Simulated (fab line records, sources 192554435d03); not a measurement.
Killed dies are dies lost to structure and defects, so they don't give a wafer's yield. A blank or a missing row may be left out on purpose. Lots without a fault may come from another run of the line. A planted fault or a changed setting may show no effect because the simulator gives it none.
One fault seen from 3 desks | flow n5_finfet | each desk has only its own numbers; what lay behind them comes last

THE METROLOGY DESK
What the gauges read, lot by lot, whatever tool the lot ran on: means of the sampled wafers that have a number. A lot is out of limits, marked OUT, if its mean lies more than 4 standard deviations from the usual mean; the brackets give that distance.
Columns: A = cd_nm at N5_WELL_APT_CD_MEAS_08, usual 200.1 nm
lot  | first seen here | A
L955 | day 1 20:04     | 200.3
L958 | day 2 13:34     | 200.5
L961 | day 3 07:37     | 199.9
L966 | day 4 13:37     | 201.6
L968 | day 5 02:14     | 197.7
L969 | day 5 07:41     | 198.2
L971 | day 5 19:49     | 199.1
L972 | day 6 02:00     | 200.3
L973 | day 6 07:34     | 201.4
L974 | day 6 13:34     | 199.1
L976 | day 7 01:44     | 201.3
L977 | day 7 07:52     | 199.6
This desk's finding: nothing out of limits on any of the 12 lots.

THE TOOL OWNER'S DESK: litho_track-03
The tool's own readings at N5_ZERO_LAYER_DEVELOP_10 (develop time 60 s): means of the sampled wafers that have a number, for each lot that ran on this tool. A lot is out of limits, marked OUT, if its mean lies more than 4 standard deviations from the usual mean; the brackets give that distance.
Columns: A = chill_plate_temp_C at N5_ZERO_LAYER_DEVELOP_10, usual 22.97 C; B = exhaust_pa at N5_ZERO_LAYER_DEVELOP_10, usual 45.1 Pa
lot  | first seen here | A     | B
L958 | day 2 12:32     | 23.11 | 45.0
L968 | day 5 00:40     | 23.02 | 45.6
L969 | day 5 06:39     | 22.97 | 46.3
L971 | day 5 18:39     | 23.01 | 45.5
L972 | day 6 00:50     | 23.03 | 44.6
This desk's finding: nothing out of limits on any of the 5 lots.

THE DEFECT DESK
What the inspections along the route counted, lot by lot: means of the sampled wafers that have a number. A lot is out of limits, marked OUT, if its mean lies more than 4 standard deviations from the usual mean; the brackets give that distance.
Columns: A = raw_defect_count at N5_START_INSPECT_01, usual 5.7
lot  | first seen here | A
L955 | day 1 18:02     | 8.0
L956 | day 2 00:02     | 6.7
L957 | day 2 06:02     | 6.0
L958 | day 2 12:02     | 7.0
L961 | day 3 06:02     | 4.3
L966 | day 4 12:02     | 7.7
L968 | day 5 00:02     | 4.7
L969 | day 5 06:02     | 6.7
L971 | day 5 18:02     | 6.7
L972 | day 6 00:02     | 5.3
L973 | day 6 06:02     | 5.3
L974 | day 6 12:02     | 4.7
L976 | day 7 00:02     | 4.0
L977 | day 7 06:02     | 6.0
This desk's finding: nothing out of limits on any of the 14 lots.

PUT TOGETHER
The metrology desk saw nothing out of limits.
The tool owner's desk saw nothing out of limits.
The defect desk saw nothing out of limits.

WHAT THE SIMULATOR HAD PUT IN
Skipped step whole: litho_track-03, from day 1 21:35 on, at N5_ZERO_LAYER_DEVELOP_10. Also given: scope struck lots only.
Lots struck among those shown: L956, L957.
